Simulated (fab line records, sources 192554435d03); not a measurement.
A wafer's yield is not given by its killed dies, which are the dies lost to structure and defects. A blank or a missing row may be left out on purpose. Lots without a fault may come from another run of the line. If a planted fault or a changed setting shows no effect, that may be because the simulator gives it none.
Split-lot trial ; flow n5-finfet ; 7 lots, 21 wafers read, on a route of 1938 steps

== THE SPLIT ==
At N5_BEOL_M3_TRENCH_ETCH_37 (etches SiOC in C4F6/O2, target depth 55.555 nm, time 29.2 s), the setting time-s was moved away from the recipe's 29.2 s on 7 of the 21 wafers read, by -12.2% to +9.4%. The other wafers ran this setting at the recipe's value.

== FROM THE SPLIT TO THE READING: what the file shows between them, 2 steps ==
- N5_BEOL_M3_ETCH_41: etches SiCN in CH3F/O2, target depth 29.9 nm, time 52.5 s
- N5_BEOL_M3_STRIP_97: strips in N2/H2, time 10 s

== THE READING ==
trench-depth-nm, in nm, at N5_BEOL_M3_OCD_MEAS_38. A value of 55.3 nm with a standard deviation of 0.92 nm is what fault-free wafers of this fab line usually give.

wafer;tool, chamber at the split;time-s as run, s;against the recipe;trench-depth-nm, nm;against lot-mates on the recipe
L077.2;rie-diel-03, 3;29.2;recipe;54.8;-
L077.4;rie-diel-03, 0;29.2;recipe;55.6;-
L077.5;rie-diel-03, 2;25.65;-12.2%;49.2;-6.0
L079.1;rie-diel-04, 3;31.95;+9.4%;59.8;+5.6
L079.5;rie-diel-04, 0;29.2;recipe;54.2;-
L079.6;rie-diel-04, 3;31.95;+9.4%;60.2;+6.0
L082.1;rie-diel-03, 3;29.2;recipe;54.5;-
L082.2;rie-diel-03, 0;29.2;recipe;55.0;-
L082.5;rie-diel-03, 2;29.2;recipe;54.6;-
L085.1;rie-diel-02, 0;29.2;recipe;55.3;-
L085.5;rie-diel-02, 3;29.2;recipe;56.3;-
L085.6;rie-diel-02, 2;29.2;recipe;55.9;-
L089.1;rie-diel-04, 0;26.04;-10.8%;48.5;-7.6
L089.2;rie-diel-04, 2;26.04;-10.8%;49.6;-6.5
L089.6;rie-diel-04, 2;29.2;recipe;56.1;-
L093.4;rie-diel-02, 1;29.2;recipe;56.4;-
L093.5;rie-diel-02, 0;29.2;recipe;54.7;-
L093.6;rie-diel-02, 3;29.2;recipe;56.2;-
L095.1;rie-diel-02, 0;29.2;recipe;55.5;-
L095.2;rie-diel-02, 1;31;+6.2%;60.4;+4.9
L095.4;rie-diel-02, 1;31;+6.2%;60.3;+4.8

THE FIT
A straight line over all 21 wafers: trench-depth-nm changes by +0.568 nm for each +1% of time-s; r = +0.97; the points scatter about the line by 0.85 nm.
The same after taking each lot's own level away (the mean of its wafers on the recipe; 21 wafers): +0.622 nm for each +1%; r = +0.98; scatter 0.64 nm.
According to that fit, moving time-s by its largest amount changes the reading by 7.6 nm.
The span of the lots' own levels, 54.20 to 56.10 nm, comes to 2.1 times the standard deviation stated above.
Hence the lot-to-lot level has little effect on the slope; both slopes agree.
Check: -7.96 nm against its lot-mates is what the line predicts for one of the wafers moved furthest among these (-12.2%) when that wafer is left out of the fit. It came out at -6 nm against them.

== OTHER SPLITS APPLIED TO THESE WAFERS ==
Other splits were also applied to these wafers ahead of the reading. Each is held against what the fit with the lots' levels taken away leaves over:
other split on the same wafers;wafers away from the commonest value;r with trench-depth-nm (lot level and that fit taken away)
N5_BEOL_M3_COAT_76 spin-rpm;8;-0.08

== THE WHOLE CHAIN: every reading that the file lists as answering this split, in the file's order ==
step;what it does;reading;change (the file's fit);r (the file's)
N5_BEOL_M3_TRENCH_ETCH_37;etches SiOC in C4F6/O2, target depth 55.555 nm, time 29.2 s;BEOL_M3.feature-depth-nm (the simulator's own value, which no gauge read);+0.595 nm for each +1% of the setting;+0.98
N5_BEOL_M3_TRENCH_ETCH_37;etches SiOC in C4F6/O2, target depth 55.555 nm, time 29.2 s;etch.depth-nm (the simulator's own value, which no gauge read);+0.598 nm for each +1% of the setting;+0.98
N5_BEOL_M3_OCD_MEAS_38;;trench-depth-nm;+0.598 nm for each +1% of the setting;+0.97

== THE FILE'S OWN FIT ==
trench-depth-nm changes by +0.598 nm for each +1% of time-s, r = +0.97.
